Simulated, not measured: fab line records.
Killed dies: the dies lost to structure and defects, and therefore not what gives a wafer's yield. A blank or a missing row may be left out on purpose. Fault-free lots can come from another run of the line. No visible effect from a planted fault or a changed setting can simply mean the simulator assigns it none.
fab line records / flow n5Finfet
[record] lots = 5 wafers = 15 lastDay = 15
route steps=1938 shown BEOL_M4@1093 BEOL_M5@1112 PASSIVATION@1936
lots untouched by any fault: they come from a run of this same line in which no faults occurred
startH: the number of hours between the record's first day and the start of the first shown wafer of the lot / waitH: hours elapsed since this lot's preceding step / " repeats the value in the row above / L1.1+2: a single row standing in for several wafers / - no value, or no start given / * or withheld: withheld / < > ~ a bound
route shown NAME@n: NAME is a module with steps in the file, n the number in the route of the first one / usual: mean/standard deviation of fault-free wafers / same: alike in all rows / chamber/n: place in a boat / sites: per-site readings / _std_site: how widely they spread, as a standard deviation / _edge_site: inner sites' mean taken away from outer sites' mean / radiusMm: for every site, how far away it sits from the centre of the wafer / mask NAME#n: copy n / behind: the most recent tool/chamber to have shaped the wafer / hold: why the lot was held/for how many hours/how that ended / device: transistor that didn't switch, given as n, p or np / end of line: tests of these same wafers at the route's end / a step with no rows: only its recipe / killed: dies lost to structure and defects at the first sort, not the wafer's yield / map: the dies of a wafer, with x for killed, . for not killed, _ for no die there
set.NAME: the setting as run; set.NAME@STEP: as run at that earlier step / model.NAME: the simulator's own value behind a step, which no gauge read
lots seen at some steps along the route; tables by step, rows by wafer
[[steps]]
[step N5_BEOL_M4_ANNEAL_89]
[recipe] tempC = 400 timeS = 240 ambient = vacuum
[step N5_BEOL_M4_SPUTTER_90]
[recipe] material = Cu targetThkA = 45 tempC = -20 chamberPressurePa = 0.07 powerW = withheld timeS = 8.29
[step N5_BEOL_M4_ANNEAL_91]
[recipe] tempC = 400 timeS = 240 ambient = vacuum
[step N5_BEOL_M4_SPUTTER_92]
[recipe] material = Cu targetThkA = 45 tempC = -20 chamberPressurePa = 0.07 powerW = withheld timeS = 8.29
[step N5_BEOL_M4_ANNEAL_93]
[recipe] tempC = 400 timeS = 240 ambient = vacuum
[step N5_BEOL_M4_SPUTTER_94]
[recipe] material = Cu targetThkA = 45 tempC = -20 chamberPressurePa = 0.07 powerW = withheld timeS = 8.29
[step N5_BEOL_M4_ANNEAL_95]
[recipe] tempC = 400 timeS = 240 ambient = vacuum
[step N5_BEOL_M4_SPUTTER_96]
[recipe] material = Cu targetThkA = 45 tempC = -20 chamberPressurePa = 0.07 powerW = withheld timeS = 8.29
[step N5_BEOL_M4_ECD_50]
[recipe] material = Cu targetThkA = 3000
[step N5_BEOL_M4_ANNEAL_51]
[recipe] tempC = 225 timeS = 90 ambient = N2
[step N5_BEOL_M4_CMP_52]
[recipe] stopOn = SiOC tOverpolishS = 6.8 downForcePsi = 1 platenRpm = 50 clearingPlatenDownForcePsi = 1.5 clearingPlatenRpm = 50 postCmpClean = cuAlkaline targetThkNm = 40 clearingPlatenPadVelocityMS = 0.99484 padVelocityMS = 0.99484
[step N5_BEOL_M4_PRE_CLEAN_60]
[recipe] gas = NH3/H2 timeS = 15 tempC = * rfPowerW = 300
[usual] heaterPowerW = 105/24
lot.wafer=L900.3 tool=cvdCo-01 chamber=0 startH=179.40 waitH=0.0 heaterPowerW=77
lot.wafer=L900.4 tool=cvdCo-01 chamber=1 startH=179.40 waitH=0.0 heaterPowerW=80
lot.wafer=L900.6 tool=cvdCo-01 chamber=0 startH=179.40 waitH=0.0 heaterPowerW=79
lot.wafer=L907.2 tool=cvdCo-01 chamber=2 startH=220.64 waitH=0.0 heaterPowerW=132
lot.wafer=L907.3 tool=cvdCo-01 chamber=0 startH=220.64 waitH=0.0 heaterPowerW=77
lot.wafer=L907.5 tool=cvdCo-01 chamber=1 startH=220.64 waitH=0.0 heaterPowerW=78
lot.wafer=L908.1 tool=cvdCo-01 chamber=1 startH=236.28 waitH=0.0 heaterPowerW=81
lot.wafer=L908.3 tool=cvdCo-01 chamber=2 startH=236.28 waitH=0.0 heaterPowerW=127
lot.wafer=L908.4 tool=cvdCo-01 chamber=2 startH=236.28 waitH=0.0 heaterPowerW=126
lot.wafer=L910.1 tool=cvdCo-01 chamber=1 startH=237.64 waitH=0.0 heaterPowerW=81
lot.wafer=L910.3 tool=cvdCo-01 chamber=0 startH=237.64 waitH=0.0 heaterPowerW=79
lot.wafer=L910.5 tool=cvdCo-01 chamber=0 startH=237.64 waitH=0.0 heaterPowerW=77
lot.wafer=L913.2 tool=cvdCo-02 chamber=1 startH=241.46 waitH=0.0 heaterPowerW=92
lot.wafer=L913.3 tool=cvdCo-02 chamber=0 startH=241.46 waitH=0.0 heaterPowerW=142
lot.wafer=L913.4 tool=cvdCo-02 chamber=0 startH=241.46 waitH=0.0 heaterPowerW=143
[step N5_BEOL_M4_CO_CAP_55]
[recipe] material = Co targetThkA = 20 tempC = 200 precursor = CCTBA/H2 pressureTorr = 30 timeS = 102.1
[step N5_BEOL_M4_PRE_CLEAN_56]
[recipe] gas = NH3 timeS = 15 tempC = withheld rfPowerW = 300
[step N5_BEOL_M4_DEP_57]
[recipe] material = SiCN targetThkA = 80 tempC = withheld precursor = 3MS/NH3 pressureTorr = 3 rfW = 202 timeS = 14
[step N5_BEOL_M5_ILD_DEP_00]
[recipe] material = SiCOH_lowk targetThkA = 1406.4 tempC = 300 precursor = DEMS/porogen pressureTorr = 5 rfW = 500 timeS = 25.9
[step N5_BEOL_M5_CURE_79]
[recipe] tempC = 385 timeS = 240 ambient = He/Ar material = SiCOH_lowk
[step N5_BEOL_M5_PECVD_70]
[recipe] material = SiO2 targetThkA = 160 tempC = 400 precursor = TEOS/O2 pressureTorr = 5.5 rfW = 450 teosFlowSccm = 53.8 gas = O2 flowSccm = 3000 timeS = 18
[step N5_BEOL_M5_HM_DEP_02]
[recipe] material = TiN targetThkA = 200 tempC = 25 chamberPressurePa = 0.49996
[step N5_BEOL_M5_COAT_59]
[recipe] resist = SOC tempC = 250 timeS = 60 spinRpm = 1500 resistThkNm = 60
[step N5_BEOL_M5_COAT_60]
[recipe] resist = SiARC tempC = 220 timeS = 60 spinRpm = 1500 resistThkNm = 12
[step N5_BEOL_M5_COAT_71]
[recipe] resist = underlayer tempC = 205 timeS = 60 spinRpm = 1500 resistThkNm = 5
[step N5_BEOL_M5_COAT_05]
[recipe] resist = CAR-EUV spinRpm = 1500 resistThkNm = 30
[step N5_BEOL_M5_EBR_07]
[recipe] solvent = PGMEA ebrWidthMm = 1.5
[step N5_BEOL_M5_SOFTBAKE_06]
[recipe] tempC = 110 timeS = 60 resist = CAR-EUV
[step N5_BEOL_M5_EXPOSE_08]
[recipe] maskId = M5 na = 0.33 sourceShape = annular sigmaInner = 0.4 sigmaOuter = 0.8 polarization = unpolarized targetCdNm = 28 doseMj = 35.75
[step N5_BEOL_M5_PEB_09]
[recipe] pebTempC = 100 pebTimeS = 60 resist = CAR-EUV
[step N5_BEOL_M5_DEVELOP_10]
[recipe] developTimeS = 30 developer = TMAH resist = CAR-EUV rinseLiquid = surfactantRinse dry = airSpin devTempC = 23
[step N5_BEOL_M5_DESCUM_16]
[recipe] chemistry = O2 timeS = 7 sourcePowerW = 50 biasPowerW = 20 pressureMtorr = 20 rfFrequencyHz = 2.712e+07 tempC = 40 resist = CAR-EUV o2FlowSccm = 225
[step N5_BEOL_M5_ETCH_72]
[recipe] chemistry = N2/H2 target = underlayer targetDepthA = 65 maskMaterial = CAR-EUV timeS = 5.2 ionEnergyEv = 200 pressureMtorr = 30 sourceW = 840 biasW = 150 n2FlowSccm = 200 h2FlowSccm = 200 ends = cleared
[step N5_BEOL_M5_ETCH_61]
[recipe] chemistry = CF4 target = SiARC targetDepthA = 156 maskMaterial = CAR-EUV timeS = 26 ionEnergyEv = 80 pressureMtorr = 40 sourceW = 545 biasW = 36 Ar_flow_sccm = 100 cf4FlowSccm = 100 ends = cleared
[step N5_BEOL_M5_ETCH_62]
[recipe] chemistry = N2/H2 target = SOC targetDepthA = 750 overetchA = 150 maskMaterial = SiARC tempC = 40 timeS = 112.5 ionEnergyEv = 200 pressureMtorr = 30 sourceW = 840 biasW = 150 n2FlowSccm = 200 h2FlowSccm = 200
[step N5_BEOL_M5_STRIP_63]
[recipe] chemistry = N2/H2 tempC = 40 n2FlowSccm = 200 h2FlowSccm = 200 rfFrequencyHz = 6e+07
[step N5_BEOL_M5_STRIP_73]
[recipe] chemistry = N2/H2 tempC = 40 n2FlowSccm = 200 h2FlowSccm = 200 rfFrequencyHz = 6e+07
[step N5_PASSIVATION_PROBE_49]
[usual] defectLimitedYield = 90.9/1.6 killed_at_M0_to_M3 = 34/11 killed_at_M4_up = 14/5.7 killedAtContacts = 13/6.5 killedAtFrontEnd = 43/11 killedAtOther = 4/3.1 killedDies = 107/19 killedOpen = 71/14 killedShort = 35/7.9 sort_bin_5_function = 5.3/1.1 sort_bin_6_memory = 3.4/0.74 sortNPass = 1073/19 sortYieldPct = 90.9/1.6
[same] grossDies = 1180 killedAtBackSide = 0 sort_bin_4_leakage[%] = 0 sort_bin_8_speed[%] = 0
lot.wafer=L907.2 tool=prober-01 chamber=- startH=323.70 waitH=0.1 defectLimitedYield[%]=80.2 killed_at_M0_to_M3=35 killed_at_M4_up=155 killedAtContacts=10 killedAtFrontEnd=34 killedAtOther=0 killedDies=234 killedOpen=59 killedShort=40 sort_bin_5_function[%]=13.1 sort_bin_6_memory[%]=4.0 sortNPass=946 sortYieldPct[%]=80.2
lot.wafer=L907.3 tool=prober-01 chamber=- startH=323.75 waitH=0.1 defectLimitedYield[%]=78.4 killed_at_M0_to_M3=41 killed_at_M4_up=144 killedAtContacts=22 killedAtFrontEnd=42 killedAtOther=6 killedDies=255 killedOpen=80 killedShort=43 sort_bin_5_function[%]=13.2 sort_bin_6_memory[%]=4.8 sortNPass=925 sortYieldPct[%]=78.4
lot.wafer=L907.5 tool=prober-01 chamber=- startH=323.85 waitH=0.2 defectLimitedYield[%]=83.6 killed_at_M0_to_M3=39 killed_at_M4_up=84 killedAtContacts=9 killedAtFrontEnd=58 killedAtOther=3 killedDies=193 killedOpen=72 killedShort=43 sort_bin_5_function[%]=9.8 sort_bin_6_memory[%]=4.3 sortNPass=987 sortYieldPct[%]=83.6
lot.wafer=L910.1 tool=prober-01 chamber=- startH=336.64 waitH=0.0 defectLimitedYield[%]=87.7 killed_at_M0_to_M3=19 killed_at_M4_up=74 killedAtContacts=17 killedAtFrontEnd=33 killedAtOther=2 killedDies=145 killedOpen=50 killedShort=26 sort_bin_5_function[%]=7.2 sort_bin_6_memory[%]=2.7 sortNPass=1035 sortYieldPct[%]=87.7
lot.wafer=L910.3 tool=prober-01 chamber=- startH=336.74 waitH=0.1 defectLimitedYield[%]=80.5 killed_at_M0_to_M3=34 killed_at_M4_up=133 killedAtContacts=15 killedAtFrontEnd=46 killedAtOther=2 killedDies=230 killedOpen=64 killedShort=43 sort_bin_5_function[%]=12.0 sort_bin_6_memory[%]=4.2 sortNPass=950 sortYieldPct[%]=80.5
lot.wafer=L910.5 tool=prober-01 chamber=- startH=336.84 waitH=0.2 defectLimitedYield[%]=80.3 killed_at_M0_to_M3=32 killed_at_M4_up=151 killedAtContacts=14 killedAtFrontEnd=34 killedAtOther=2 killedDies=233 killedOpen=66 killedShort=36 sort_bin_5_function[%]=13.6 sort_bin_6_memory[%]=3.5 sortNPass=947 sortYieldPct[%]=80.3
lot.wafer=L908.1 tool=prober-01 chamber=- startH=345.66 waitH=0.0 defectLimitedYield[%]=85.3 killed_at_M0_to_M3=33 killed_at_M4_up=85 killedAtContacts=21 killedAtFrontEnd=33 killedAtOther=2 killedDies=174 killedOpen=73 killedShort=28 sort_bin_5_function[%]=9.6 sort_bin_6_memory[%]=3.5 sortNPass=1006 sortYieldPct[%]=85.3
lot.wafer=L908.3 tool=prober-01 chamber=- startH=345.76 waitH=0.1 defectLimitedYield[%]=79.7 killed_at_M0_to_M3=33 killed_at_M4_up=129 killedAtContacts=30 killedAtFrontEnd=45 killedAtOther=3 killedDies=240 killedOpen=86 killedShort=38 sort_bin_5_function[%]=11.3 sort_bin_6_memory[%]=5.3 sortNPass=940 sortYieldPct[%]=79.7
lot.wafer=L908.4 tool=prober-01 chamber=- startH=345.81 waitH=0.2 defectLimitedYield[%]=79.7 killed_at_M0_to_M3=25 killed_at_M4_up=143 killedAtContacts=21 killedAtFrontEnd=47 killedAtOther=4 killedDies=240 killedOpen=83 killedShort=30 sort_bin_5_function[%]=13.7 sort_bin_6_memory[%]=3.8 sortNPass=940 sortYieldPct[%]=79.7
lot.wafer=L913.2 tool=prober-02 chamber=- startH=349.97 waitH=0.1 defectLimitedYield[%]=90.8 killed_at_M0_to_M3=27 killed_at_M4_up=14 killedAtContacts=17 killedAtFrontEnd=50 killedAtOther=1 killedDies=109 killedOpen=79 killedShort=30 sort_bin_5_function[%]=5.3 sort_bin_6_memory[%]=3.4 sortNPass=1071 sortYieldPct[%]=90.8
lot.wafer=L913.3 tool=prober-02 chamber=- startH=350.02 waitH=0.1 defectLimitedYield[%]=90.7 killed_at_M0_to_M3=37 killed_at_M4_up=16 killedAtContacts=13 killedAtFrontEnd=40 killedAtOther=4 killedDies=110 killedOpen=82 killedShort=28 sort_bin_5_function[%]=5.0 sort_bin_6_memory[%]=4.2 sortNPass=1070 sortYieldPct[%]=90.7
lot.wafer=L913.4 tool=prober-02 chamber=- startH=350.07 waitH=0.2 defectLimitedYield[%]=92.5 killed_at_M0_to_M3=26 killed_at_M4_up=14 killedAtContacts=11 killedAtFrontEnd=33 killedAtOther=4 killedDies=88 killedOpen=64 killedShort=23 sort_bin_5_function[%]=4.4 sort_bin_6_memory[%]=2.6 sortNPass=1092 sortYieldPct[%]=92.5
// killed by level:class
L907.2 BEOL_M4:unspecified=134 BEOL_M0_SAQP:geometricParticle:short=9 MOL_CONTACT_COAG:geometricParticle:open=8 BEOL_M3:geometricParticle:open=8 BEOL_M4:geometricParticle:short=7 FIN_SAQP:geometricParticle:short=6 STI_FIN_REVEAL:geometricParticle:open=6 BEOL_M0_SAQP:geometricParticle:open=6
L907.3 BEOL_M4:unspecified=124 MOL_CONTACT_COAG:geometricParticle:open=19 BEOL_M3:geometricParticle:open=11 FIN_SAQP:geometricParticle:short=10 BEOL_M0_SAQP:geometricParticle:open=10 BEOL_M4:geometricParticle:open=10 BEOL_M2:geometricParticle:open=8 HKMG_FIN:areaEtch=8
L907.5 BEOL_M4:unspecified=74 FIN_SAQP:geometricParticle:open=13 BEOL_M3:geometricParticle:open=11 STI_FIN_REVEAL:geometricParticle:open=10 BEOL_M2:geometricParticle:open=10 FIN_SAQP:geometricParticle:short=9 MOL_CONTACT_COAG:geometricParticle:open=7 GATE_CUT:geometricParticle:short=7
L910.1 BEOL_M4:unspecified=67 MOL_CONTACT_COAG:geometricParticle:open=14 FIN_SAQP:geometricParticle:short=10 FIN_SAQP:geometricParticle:open=7 BEOL_M2:geometricParticle:open=7 MOL_CONTACT_COAG:geometricParticle:short=3 BEOL_M0_SAQP:geometricParticle:open=3 BEOL_M1:geometricParticle:open=3
L910.3 BEOL_M4:unspecified=123 FIN_SAQP:geometricParticle:short=17 BEOL_M0_SAQP:geometricParticle:short=15 MOL_CONTACT_COAG:geometricParticle:open=14 FIN_SAQP:geometricParticle:open=12 DUMMY_GATE:geometricParticle:open=6 BEOL_M0_SAQP:geometricParticle:open=6 BEOL_M3:geometricParticle:open=4
L910.5 BEOL_M4:unspecified=131 FIN_SAQP:geometricParticle:open=15 BEOL_M0_SAQP:geometricParticle:short=10 BEOL_M0_SAQP:geometricParticle:open=10 MOL_CONTACT_COAG:geometricParticle:short=8 BEOL_M4:geometricParticle:open=7 MOL_CONTACT_COAG:geometricParticle:open=6 FIN_SAQP:geometricParticle:short=5
L908.1 BEOL_M4:unspecified=72 MOL_CONTACT_COAG:geometricParticle:open=18 BEOL_M2:geometricParticle:open=11 FIN_SAQP:geometricParticle:short=8 BEOL_M3:geometricParticle:open=8 FIN_SAQP:geometricParticle:open=6 BEOL_M4:geometricParticle:open=5 BEOL_M0_SAQP:geometricParticle:short=5
L908.3 BEOL_M4:unspecified=116 MOL_CONTACT_COAG:geometricParticle:open=19 FIN_SAQP:geometricParticle:open=12 MOL_CONTACT_COAG:geometricParticle:short=11 BEOL_M0_SAQP:geometricParticle:open=9 STI_FIN_REVEAL:geometricParticle:open=9 FIN_SAQP:geometricParticle:short=8 BEOL_M2:geometricParticle:open=8
L908.4 BEOL_M4:unspecified=126 FIN_SAQP:geometricParticle:open=21 MOL_CONTACT_COAG:geometricParticle:open=17 FIN_SAQP:geometricParticle:short=8 BEOL_M0_SAQP:geometricParticle:open=6 BEOL_M2:geometricParticle:open=5 STI_FIN_REVEAL:geometricParticle:open=4 DUMMY_GATE:geometricParticle:open=4
L913.2 STI_FIN_REVEAL:geometricParticle:open=19 MOL_CONTACT_COAG:geometricParticle:open=12 BEOL_M3:geometricParticle:open=11 BEOL_M4:geometricParticle:open=10 GATE_CUT:geometricParticle:short=8 DUMMY_GATE:geometricParticle:open=6 FIN_SAQP:geometricParticle:open=5 MOL_CONTACT_COAG:geometricParticle:short=5
L913.3 STI_FIN_REVEAL:geometricParticle:open=13 MOL_CONTACT_COAG:geometricParticle:open=13 BEOL_M1:geometricParticle:open=9 BEOL_M0_SAQP:geometricParticle:short=7 FIN_SAQP:geometricParticle:open=6 BEOL_M0:geometricParticle:open=5 BEOL_M2:geometricParticle:open=5 BEOL_M4:geometricParticle:open=5
L913.4 MOL_CONTACT_COAG:geometricParticle:open=10 FIN_SAQP:geometricParticle:open=8 BEOL_M2:geometricParticle:open=8 STI_FIN_REVEAL:geometricParticle:open=6 DUMMY_GATE:geometricParticle:open=6 BEOL_M3:geometricParticle:open=6 BEOL_M1:geometricParticle:open=3 BEOL_M4:geometricParticle:open=3
// map L907.3 (x killed, . not)
_________________............________________
______________....x....x........_____________
___________..x....x................__________
__________.............xx..........._________
________.............................._______
_______...................x......x.....______
______...x.......xx............xxxx..x.._____
_____....................xx.xxxxxxxxx.x..____
____.....x......xx......x..x.xxxxxxxx.xx..___
___..x..................x.x.xxxxxxxxxxxxx.x__
___.xx.....x.x............xxxxxxxxxxx.xx...__
__...xx.............x.....xxxxxxxxxxxxxx...._
__........................xxxxxxxxxxxxx...x._
_.x..x.........x..........xxxxxxxxxxxxxx.x...
_.....x.......x......x.xx..xxxxxxxxxxxxxx....
_............x.x...x.....x.xxxxxxxxxxxx......
_.........x....x.........xxx.x.xxxxxxx.x.....
_x........xx.............xx....x.xx.x.x......
_..........x...............x....x............
_..xx...x.x..x...x....................x......
_.x.......x.........x..x.................xx..
__...........x.............................._
__..x........................xx.......x....._
___.....x...........x.x....x.x..........x..__
___..x......................x.x.x..........__
____...........x..x..x..........x..xx..x.x___
_____..x.........xx......x...............____
______..x..x..xxx...x.x................._____
_______............x........xx.x.......______
________..x..x...x................xx.._______
__________...........x..........x..._________
___________.......x.......x...x..x.__________
______________x......x....xxx..._____________
_________________............________________
// map L908.3 (x killed, . not)
_________________......xx....________________
______________.....x....x......._____________
___________......x..x.............x__________
__________.x...x....x..x............_________
________......x...............xx....x._______
_______.x.......................x.....x______
______............xx...x..........x....._____
_____....................................____
____.................x.........x.x.x.x....___
___.........x...........x.........x......xx__
___.x...........x.xxx.xxx.xx...............__
__...........x..xxx.xxxxxx....xx..x.x......x_
__....x..x....xxxxxxxxxxxxx.........x....x.._
_......x.......xxxxxxxxxxx..x..x.........x.x.
_..........x..xxxxxxxxxxxxxx.................
_x..........xx.xxxxxxxxxxxxx.x...x...........
_....x...x..xxx.xxxxxxxxxx...x........x..x...
_.........xx..x.xxxxxxxxxx.x....x.....x......
_.............xxxxxxxxxxxx............x.....x
_................x.xxxxx.xx........x.x.......
_................xx.xxxx..................x..
__.x................x.................x...x._
__......x....x.x....x...x..................x_
___....xx..x.......x.......x...........xx..__
___x.x.x........x........xx......x.........__
____..x...x..xx......................x....___
_____.......................x...........x____
______............x..............x.x...._____
_______...x......x...x..........x......______
________....x........................._______
__________.....x.............x......_________
___________.....x...x....xx.....x..__________
______________......x.....x..xxx_____________
_________________....x.......________________
[[key]]
[firstSign] step = N5_PASSIVATION_PROBE_49 reading = killed_at_M4_up direction = up sigmas = 19 usual = 14 struck = 122
[effect] step = N5_PASSIVATION_PROBE_49 reading = defectLimitedYield direction = down sigmas = 5.8 usual = 90.9 struck = 81.7
[moreKillsBornAt] N5_BEOL_M4_PRE_CLEAN_60@cvdCo-01 = 967
metAt N5_BEOL_M4_PRE_CLEAN_60
struckWafers L907.2,L907.3,L907.5,L908.1,L908.3,L908.4,L910.1,L910.3,L910.5
onsetBetween 179.40 220.64
[earlierFault] kind = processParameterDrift tool = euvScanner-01 chamber = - onsetH = 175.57 steps = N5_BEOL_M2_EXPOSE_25 channel = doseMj offset = 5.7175 shape = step actsIn = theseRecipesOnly stated = 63
[earlierFault] kind = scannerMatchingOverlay tool = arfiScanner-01 chamber = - onsetH = 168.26 steps = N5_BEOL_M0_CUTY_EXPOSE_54 offset = 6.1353
[fault] kind = chamberParticleSource tool = cvdCo-01 chamber = - onsetH = 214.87 steps = N5_BEOL_M4_PRE_CLEAN_60 ratePerVisitCm2 = 1.03 untilTheNextWetClean = True
